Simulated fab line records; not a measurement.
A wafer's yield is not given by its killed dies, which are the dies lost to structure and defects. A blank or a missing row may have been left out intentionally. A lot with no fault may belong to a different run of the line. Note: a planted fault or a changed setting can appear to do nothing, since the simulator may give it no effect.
fab line records + flow nandHarc
record
- lots=5
- wafers=15
- lastDay=32
route steps=1302 shown A_CHANNEL_FILL_D2@627 A_STAIRCASE@639 END@1302
lots that met no fault: taken from a fault-free run of the same line
startH: hours from the record's first day to the start of the lot's first wafer shown + waitH: hours elapsed since this lot's preceding step + " identical to the entry in the row above + L1.1+2: one row covering several wafers at once + - no value, or no start given + * or withheld: withheld + < > ~ a bound
route shown NAME@n: a module of which the file shows steps, and the number in the route of the first + usual: the fault-free wafers' mean and standard deviation + same: alike in all rows + chamber/n: place in a boat + sites: per-site readings + _std_site: the standard deviation of these + _edge_site: inner sites' mean taken away from outer sites' mean + radiusMm: for every site, how far away it sits from the centre of the wafer + mask NAME#n: copy n + behind: the most recent tool/chamber to have shaped the wafer + hold: what put the lot on hold/how long, in hours/how the hold closed + device: which transistor (n, p or np) failed to switch + end of line: the same wafers' tests at the end of the route + a step with no rows: only its recipe + killed: the dies lost at the first sort to structure and to defects; this is not the yield of the wafer + map: shows each die of a wafer: x if killed, . if not, _ if none is there
set.NAME: the setting that was run; set.NAME@STEP: the one run at that earlier step + model.NAME: the simulator's own value behind a step, which no gauge read
a table for each step, a row for each wafer; lots at some steps of the route
services: the hour from which a tool's chamber was out of use, counted from the record's first day as startH (under 0 if before that day), plus the number of hours and why
## steps
# step NHARC_A_CHANNEL_FILL_D2_ALD_25
# recipe
- targetThkA=600
- pulseTimeS=10
- aldCycles=600
- tempC=300
- material=SiOx
# usual
- heaterPowerW=458/42
- precursorPulseHeightRel=0.999/0.02
| lot.wafer | tool     | chamber | startH | waitH | heaterPowerW | precursorPulseHeightRel |
|-----------|----------|---------|--------|-------|--------------|-------------------------|
| L929.1    | aldHk-01 | 1       | 358.16 | 0.7   | 504          | 0.992                   |
| L929.3    | "        | 2       | "      | "     | 394          | 0.937                   |
| L929.4    | "        | 3       | "      | "     | 439          | 1.025                   |
| L931.2    | aldHk-03 | 0       | 371.98 | 0.1   | 462          | 1.035                   |
| L931.1    | "        | 3       | 373.83 | 1.9   | 420          | 1.000                   |
| L931.5    | "        | 0       | "      | "     | 455          | 1.009                   |
| L938.4    | aldHk-03 | 0       | 449.76 | 0.0   | 490          | 0.984                   |
| L938.3    | "        | 1       | "      | "     | 500          | 1.048                   |
| L938.2    | "        | 3       | 451.63 | 1.9   | 430          | 0.998                   |
| L943.3    | aldHk-01 | 1       | 492.77 | 0.1   | 523          | 0.991                   |
| L943.2    | "        | 3       | 495.21 | 2.5   | 442          | 0.996                   |
| L943.5    | "        | 1       | 497.65 | 4.9   | 521          | 0.984                   |
| L945.4    | aldHk-01 | 2       | 523.78 | 1.0   | 398          | 1.021                   |
| L945.2    | "        | 0       | 525.03 | 2.3   | 468          | 1.009                   |
| L945.3    | "        | 1       | "      | "     | 528          | 1.025                   |
# step NHARC_A_CHANNEL_FILL_D2_ETCHBACK_08
# recipe
- targetDepthA=2200
- timeS=110
- c4f8FlowSccm=20
- arFlowSccm=withheld
- rfW=600
- biasW=300
- chemistry=C4F8
# usual
- oesProductAu=0.95/0.037
- rfFwdPowerW=596.5/1.9
- rfVppV=441.3/2.9
| lot.wafer | tool       | chamber | startH | waitH | oesProductAu | rfFwdPowerW | rfHoursCounterH | rfVppV |
|-----------|------------|---------|--------|-------|--------------|-------------|-----------------|--------|
| L929.3    | rieDiel-10 | 3       | -      | -     | 0.92         | 593.3       | 3               | 445.2  |
| L929.4    | "          | 0       | "      | "     | 0.93         | 597.9       | 3               | 438.2  |
| L929.1    | "          | 1       | "      | "     | 0.93         | 596.9       | 2               | 443.8  |
| L931.2    | rieDiel-10 | 2       | -      | -     | 1.01         | 599.6       | 3               | 439.1  |
| L931.1    | "          | 3       | "      | "     | 1.00         | 596.6       | 3               | 442.5  |
| L931.5    | "          | 1       | "      | "     | 1.01         | 595.1       | -               | 443.7  |
| L938.4    | rieDiel-07 | 0       | -      | -     | 0.93         | 598.2       | 4               | 446.0  |
| L938.3    | "          | 1       | "      | "     | 0.94         | 595.8       | 3               | 442.7  |
| L938.2    | "          | 2       | "      | "     | 0.90         | 596.4       | 4               | 435.5  |
| L943.2    | rieDiel-07 | 3       | -      | -     | 0.91         | 596.9       | 1               | 440.6  |
| L943.3    | "          | 0       | "      | "     | 0.90         | 597.8       | 1               | 444.0  |
| L943.5    | "          | 0       | "      | "     | 0.90         | 597.6       | -               | 445.5  |
| L945.3    | rieDiel-10 | 3       | -      | -     | 0.92         | 597.2       | 3               | 444.5  |
| L945.2    | "          | 0       | "      | "     | 0.93         | 601.1       | 3               | 439.9  |
| L945.4    | "          | 1       | "      | "     | 0.91         | 597.2       | 2               | 445.2  |
# step NHARC_A_CHANNEL_FILL_D2_STRIP_29
# recipe
- timeS=20
- o2FlowSccm=500
- arFlowSccm=0
- biasW=0
- chemistry=O2
# usual
- drypumpMotorCurrentA=6.0/0.49
- oesProductAu=0.999/0.011
- rfVppV=57.8/0.89
- showerheadPlenumPTorr=3.56/0.16
- throttleValvePct=17.036/0.0086
| lot.wafer | tool       | chamber | startH | waitH | drypumpMotorCurrentA | oesProductAu | rfHoursCounterH | rfVppV | showerheadPlenumPTorr | throttleValvePct |
|-----------|------------|---------|--------|-------|----------------------|--------------|-----------------|--------|-----------------------|------------------|
| L929.3    | rieDiel-10 | 2       | -      | -     | 5.6                  | 1.015        | 3               | 58.2   | 3.35                  | 17.035           |
| L929.4    | "          | 3       | "      | "     | 6.4                  | 1.009        | 3               | 57.8   | 3.68                  | 17.052           |
| L929.1    | "          | 0       | "      | "     | 6.2                  | 1.016        | 3               | 56.4   | 3.41                  | 17.040           |
| L931.2    | rieDiel-10 | 2       | -      | -     | 5.6                  | 1.012        | 3               | 57.3   | 3.35                  | 17.032           |
| L931.1    | "          | 3       | "      | "     | 6.3                  | 0.999        | 3               | 58.9   | 3.68                  | 17.034           |
| L931.5    | "          | 2       | "      | "     | 5.6                  | 1.001        | -               | 57.9   | 3.35                  | 17.033           |
| L938.3    | rieDiel-07 | 0       | -      | -     | 5.9                  | 0.998        | 4               | 57.5   | 3.75                  | 17.026           |
| L938.2    | "          | 1       | "      | "     | 5.0                  | 1.007        | 4               | 57.8   | 3.64                  | 17.039           |
| L938.4    | "          | 2       | "      | "     | 6.1                  | 0.972        | 4               | 58.1   | 3.34                  | 17.049           |
| L943.3    | rieDiel-07 | 2       | -      | -     | 6.1                  | 0.984        | 1               | 57.9   | 3.34                  | 17.037           |
| L943.2    | "          | 1       | "      | "     | 5.0                  | 0.991        | 1               | 56.8   | 3.63                  | 17.031           |
| L943.5    | "          | 2       | "      | "     | 6.1                  | 0.991        | -               | 58.3   | 3.34                  | 17.040           |
| L945.3    | rieDiel-10 | 0       | -      | -     | 6.2                  | 1.006        | 3               | 57.0   | 3.41                  | 17.035           |
| L945.2    | "          | 1       | "      | "     | 6.7                  | 0.987        | 3               | 59.6   | 3.72                  | 17.035           |
| L945.4    | "          | 2       | "      | "     | 5.6                  | 0.990        | 3               | 57.4   | 3.35                  | 17.029           |
# step NHARC_A_CHANNEL_FILL_D2_PRECLEAN_30
# recipe
- timeS=30
- chemistry=dHF
# step NHARC_A_CHANNEL_FILL_D2_SRD_31
# step NHARC_A_CHANNEL_FILL_D2_CVD_09
# recipe
- targetThkA=1500
- tempC=620
- pressureMtorr=200
- timeS=3000
- material=poly-Si
# step NHARC_A_CHANNEL_FILL_D2_CMP_10
# recipe
- targetThkNm=150
# usual
- motorCurrentA=12.1/1.3
- retainingRingPressureFrac=1.000/0.0046
- slurryFlowMlMin=150.1/0.52
- timeToEndpointS=14.9/2.5
| lot.wafer | tool   | chamber | startH | waitH | motorCurrentA | retainingRingPressureFrac | slurryFlowMlMin | timeToEndpointS |
|-----------|--------|---------|--------|-------|---------------|---------------------------|-----------------|-----------------|
| L929.1    | cmp-02 | 0       | 368.94 | 0.4   | 10.1          | 0.993                     | 150.4           | 11.3            |
| L929.3    | "      | 1       | "      | "     | 12.7          | 0.992                     | 150.5           | 13.8            |
| L929.4    | "      | 3       | "      | "     | 14.8          | 0.995                     | 149.5           | 12.1            |
| L931.2    | cmp-02 | 2       | 383.26 | 0.4   | 11.3          | 1.008                     | 150.3           | 15.2            |
| L931.1    | "      | 3       | "      | "     | 14.4          | 1.004                     | 149.8           | 15.9            |
| L931.5    | "      | 2       | "      | "     | 11.0          | 0.994                     | 150.5           | 14.5            |
| L938.3    | cmp-02 | 1       | 461.09 | 0.4   | 12.2          | 1.004                     | 150.3           | 16.8            |
| L938.2    | "      | 3       | "      | "     | 14.4          | 0.992                     | 150.1           | 13.9            |
| L938.4    | "      | 0       | "      | "     | 10.2          | 0.999                     | 149.1           | 11.9            |
| L943.2    | cmp-01 | 1       | 507.86 | 0.4   | 13.4          | 1.003                     | 151.1           | 15.4            |
| L943.3    | "      | 2       | "      | "     | 13.3          | 1.002                     | 150.0           | 12.5            |
| L943.5    | "      | 1       | "      | "     | 12.7          | 1.006                     | 150.4           | 15.4            |
| L945.3    | cmp-01 | 2       | 535.27 | 0.4   | 12.4          | 0.998                     | 149.4           | 10.6            |
| L945.4    | "      | 3       | "      | "     | 11.5          | 0.999                     | 149.9           | 10.8            |
| L945.2    | "      | 0       | "      | "     | 12.8          | 1.004                     | 150.1           | 14.1            |
# step NHARC_A_CHANNEL_FILL_D2_SRD_12
# step NHARC_A_CHANNEL_FILL_D2_RTA_24
# recipe
- tempC=1000
- timeS=5
# usual
- lampPowerPct=28.9/1.2
- wafer_temp_C_max=1004.6/1.4
| lot.wafer | tool         | chamber | startH | waitH | lampPowerPct | wafer_temp_C_max |
|-----------|--------------|---------|--------|-------|--------------|------------------|
| L929.1    | rtpAnneal-01 | 0       | 369.36 | 0.0   | 27.8         | 1004.3           |
| L929.3    | "            | 0       | "      | "     | 27.8         | 1004.3           |
| L929.4    | "            | 0       | "      | "     | 27.8         | 1005.2           |
| L931.1    | rtpAnneal-02 | 0       | 383.81 | 0.2   | 30.2         | 1003.2           |
| L931.2    | "            | 0       | "      | "     | 30.3         | 1004.1           |
| L931.5    | "            | 0       | "      | "     | 30.2         | 1003.7           |
| L938.2    | rtpAnneal-01 | 0       | 461.53 | 0.1   | 27.8         | 1005.4           |
| L938.3    | "            | 0       | "      | "     | 27.8         | 1005.7           |
| L938.4    | "            | 0       | "      | "     | 27.8         | 1006.3           |
| L943.2    | rtpAnneal-02 | 0       | 508.31 | 0.1   | 30.2         | 1003.8           |
| L943.3    | "            | 0       | "      | "     | 30.2         | 1004.5           |
| L943.5    | "            | 0       | "      | "     | 30.2         | 1003.0           |
| L945.2    | rtpAnneal-01 | 0       | 535.71 | 0.1   | 27.9         | 1004.6           |
| L945.3    | "            | 0       | "      | "     | 27.9         | 1004.5           |
| L945.4    | "            | 0       | "      | "     | 27.8         | 1005.4           |
# step NHARC_A_CHANNEL_FILL_D2_INSPECT_13
# usual
- rawDefectCount=385/100
| lot.wafer | tool             | chamber | startH | waitH | rawDefectCount |
|-----------|------------------|---------|--------|-------|----------------|
| L929.1    | defectInspect-01 | -       | 369.56 | 0.2   | 510            |
| L929.3    | "                | -       | "      | "     | 340            |
| L929.4    | "                | -       | "      | "     | 572            |
| L931.1    | defectInspect-02 | -       | 384.01 | 0.2   | 425            |
| L931.2    | "                | -       | "      | "     | 436            |
| L931.5    | "                | -       | "      | "     | 359            |
| L938.2    | defectInspect-02 | -       | 461.71 | 0.1   | 438            |
| L938.3    | "                | -       | "      | "     | 402            |
| L938.4    | "                | -       | "      | "     | 462            |
| L943.2    | defectInspect-01 | -       | 508.47 | 0.1   | 374            |
| L943.3    | "                | -       | "      | "     | 323            |
| L943.5    | "                | -       | "      | "     | 377            |
| L945.2    | defectInspect-01 | -       | 535.88 | 0.1   | 489            |
| L945.3    | "                | -       | "      | "     | 305            |
| L945.4    | "                | -       | "      | "     | 358            |
# step NHARC_A_STAIRCASE_DEP_156
# recipe
- targetThkA=500
- tempC=400
- targetThkNm=50
- flowSccm=200
- rfW=450
- material=SiNx
# usual
- heaterPowerW=764/60
- rfFwdPowerW=448.1/1.5
- showerheadVppV=1289/70
| lot.wafer | tool     | chamber | startH | waitH | heaterPowerW | rfFwdPowerW | showerheadVppV |
|-----------|----------|---------|--------|-------|--------------|-------------|----------------|
| L929.3    | pecvd-04 | 2       | 369.65 | 0.1   | 854          | 449.0       | 1311           |
| L929.1    | "        | 0       | "      | "     | 765          | 445.7       | 1351           |
| L929.4    | "        | 0       | "      | "     | 766          | 447.2       | 1362           |
| L931.1    | pecvd-01 | 2       | 384.08 | 0.1   | 859          | 448.2       | 1245           |
| L931.2    | "        | 0       | "      | "     | 796          | 448.4       | 1306           |
| L931.5    | "        | 1       | "      | "     | 751          | 449.1       | 1216           |
| L938.2    | pecvd-01 | 1       | 461.77 | 0.1   | 733          | 519.5       | 1288           |
| L938.3    | "        | 2       | "      | "     | 842          | 446.9       | 1257           |
| L938.4    | "        | 2       | "      | "     | 849          | 448.0       | 1258           |
| L943.3    | pecvd-02 | 1       | 508.54 | 0.1   | 769          | 448.5       | 1405           |
| L943.2    | "        | 2       | "      | "     | 723          | 446.7       | 1212           |
| L943.5    | "        | 2       | "      | "     | 685          | 447.1       | 1218           |
| L945.2    | pecvd-02 | 0       | 536.12 | 0.2   | 693          | 451.2       | 1362           |
| L945.3    | "        | 2       | "      | "     | 646          | 449.1       | 1228           |
| L945.4    | "        | 0       | "      | "     | 719          | 451.8       | 1357           |
# step NHARC_A_STAIRCASE_DEHYDRATE_158
# recipe
- tempC=150
- timeS=120
# step NHARC_END_SORT_01
# recipe
- tempC=25
# usual
- killedAtArray=58/19
- killedAtOther=1.1/1.2
- killedAtPeriphery=3.8/2.4
- killedDies=63/18
- killedOpen=3.3/1.8
- killedShort=2.2/1.6
# same
- grossDies=677
| lot.wafer | tool      | chamber | startH | waitH | killedAtArray | killedAtOther | killedAtPeriphery | killedDies | killedOpen | killedShort |
|-----------|-----------|---------|--------|-------|---------------|---------------|-------------------|------------|------------|-------------|
| L938.2    | prober-02 | 0       | 677.19 | 2.8   | 91            | 2             | 2                 | 95         | 6          | 4           |
| L938.3    | prober-02 | 0       | 677.98 | 3.1   | 80            | 2             | 0                 | 82         | 1          | 0           |
| L938.4    | prober-02 | 0       | 678.78 | 3.4   | 79            | 1             | 0                 | 80         | 1          | 1           |
| L945.2    | prober-01 | 0       | 759.95 | 2.8   | 47            | 1             | 2                 | 50         | 1          | 3           |
| L945.3    | prober-01 | 0       | 760.74 | 3.1   | 51            | 2             | 3                 | 56         | 4          | 2           |
| L945.4    | prober-01 | 0       | 761.53 | 3.4   | 62            | 3             | 4                 | 69         | 5          | 1           |
# killed by level:class
L938.2 A_SLIT:chamberFilmFlake=33 A_CHANNEL_HOLE_D1:chamberFilmFlake=25 A_CHANNEL_HOLE_D2:chamberFilmFlake=14 A_ZERO_WELL:chamberFilmFlake=5 A_CONTACT:chamberFilmFlake=4 P_CONTACT:geometricParticle:open=1 A_SOURCE_PLATE:geometricParticle:short=1 A_ONON_D1:geometricParticle:open=1
L938.3 A_SLIT:chamberFilmFlake=29 A_CHANNEL_HOLE_D1:chamberFilmFlake=28 A_CHANNEL_HOLE_D2:chamberFilmFlake=12 A_ZERO_WELL:chamberFilmFlake=4 A_CONTACT:chamberFilmFlake=3 THIN_TSV:chamberFilmFlake=2 A_CHANNEL_HOLE_D2:geometricParticle:open=1 A_CHANNEL_FILL_D2:chamberFilmFlake=1
L938.4 A_SLIT:chamberFilmFlake=29 A_CHANNEL_HOLE_D1:chamberFilmFlake=26 A_CHANNEL_HOLE_D2:chamberFilmFlake=12 A_CONTACT:chamberFilmFlake=4 A_ZERO_WELL:chamberFilmFlake=2 A_CHANNEL_FILL_D2:chamberFilmFlake=2 A_ONON_D2:geometricParticle:short=1 A_WL_FILL:geometricParticle:open=1
L945.2 A_CHANNEL_HOLE_D2:chamberFilmFlake=19 A_CHANNEL_HOLE_D1:chamberFilmFlake=8 A_SLIT:chamberFilmFlake=6 A_STAIRCASE:chamberFilmFlake=5 A_CONTACT:chamberFilmFlake=5 P_CONTACT:geometricParticle:short=1 A_SOURCE_PLATE:geometricParticle:open=1 A_CHANNEL_FILL_D1:geometricParticle:short=1
L945.3 A_CHANNEL_HOLE_D2:chamberFilmFlake=24 A_CHANNEL_HOLE_D1:chamberFilmFlake=7 A_SLIT:chamberFilmFlake=4 A_CONTACT:chamberFilmFlake=4 A_STAIRCASE:chamberFilmFlake=3 A_DECK1_JOINT:geometricParticle:open=2 A_ZERO_WELL:chamberFilmFlake=2 THIN_TSV:chamberFilmFlake=2
L945.4 A_CHANNEL_HOLE_D2:chamberFilmFlake=24 A_SLIT:chamberFilmFlake=10 A_CONTACT:chamberFilmFlake=10 A_CHANNEL_HOLE_D1:chamberFilmFlake=7 A_STAIRCASE:chamberFilmFlake=3 THIN_TSV:chamberFilmFlake=3 P_GATE:chamberFilmFlake=2 P_M1:geometricParticle:open=1
## services
| tool         | chamber | startH | hours | kind   |
|--------------|---------|--------|-------|--------|
| rieDiel-07   | 1       | 346.68 | 12.2  | repair |
| pecvd-02     | 1       | 352.32 | 23.3  | repair |
| cmp-02       | -       | 364.48 | 3.8   | repair |
| rtpAnneal-01 | -       | 372.00 | 12.0  | pm     |
| cmp-01       | -       | 389.53 | 4.0   | pm     |
| rieDiel-10   | 3       | 389.88 | 6.5   | repair |
| aldHk-03     | -       | 390.00 | 10.0  | pm     |
| pecvd-02     | -       | 408.33 | 13.0  | pm     |
| rieDiel-07   | 2       | 413.82 | 6.1   | repair |
| rieDiel-10   | -       | 419.50 | 9.0   | pm     |
| cmp-02       | -       | 428.70 | 4.0   | pm     |
| pecvd-01     | 2       | 428.83 | 19.4  | repair |
| rieDiel-10   | 1       | 430.96 | 3.3   | repair |
| cmp-02       | -       | 452.32 | 0.7   | repair |
| pecvd-02     | -       | 453.86 | 0.6   | repair |
| rieDiel-07   | 0       | 460.47 | 1.4   | repair |
| rieDiel-07   | -       | 471.20 | 9.0   | pm     |
| aldHk-01     | -       | 480.34 | 10.0  | pm     |
| cmp-01       | -       | 487.53 | 4.0   | pm     |
| cmp-02       | -       | 491.72 | 0.6   | repair |
| pecvd-01     | -       | 492.45 | 13.0  | pm     |
| cmp-01       | -       | 506.45 | 0.5   | repair |
| cmp-02       | -       | 526.70 | 4.0   | pm     |
| pecvd-01     | 0       | 532.05 | 4.3   | repair |
## key
firstSign
- step=NHARC_A_STAIRCASE_DEP_156
- reading=rfFwdPowerW
- direction=up
- sigmas=48
- usual=*
- struck=*
effect none on later readings
metAt NHARC_A_STAIRCASE_DEP_156
struckWafers L938.2
testerLeftOut L938
onsetBetween 384.08 461.77
fault
- kind=processParameterDrift
- tool=pecvd-01
- chamber=1
- onsetH=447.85
- steps=NHARC_A_STAIRCASE_DEP_156
- channel=rfW
- offset=*
- shape=step
- endH=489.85
- actsIn=*
- stated=*
# testerLeftOut: of these lots the tester's yield and bins aren't shown, on N5 and GAA mostly nor the transistor test; their killed dies are dies lost to structure and defects alone, not to doping, threshold or leakage, so they don't give the yield
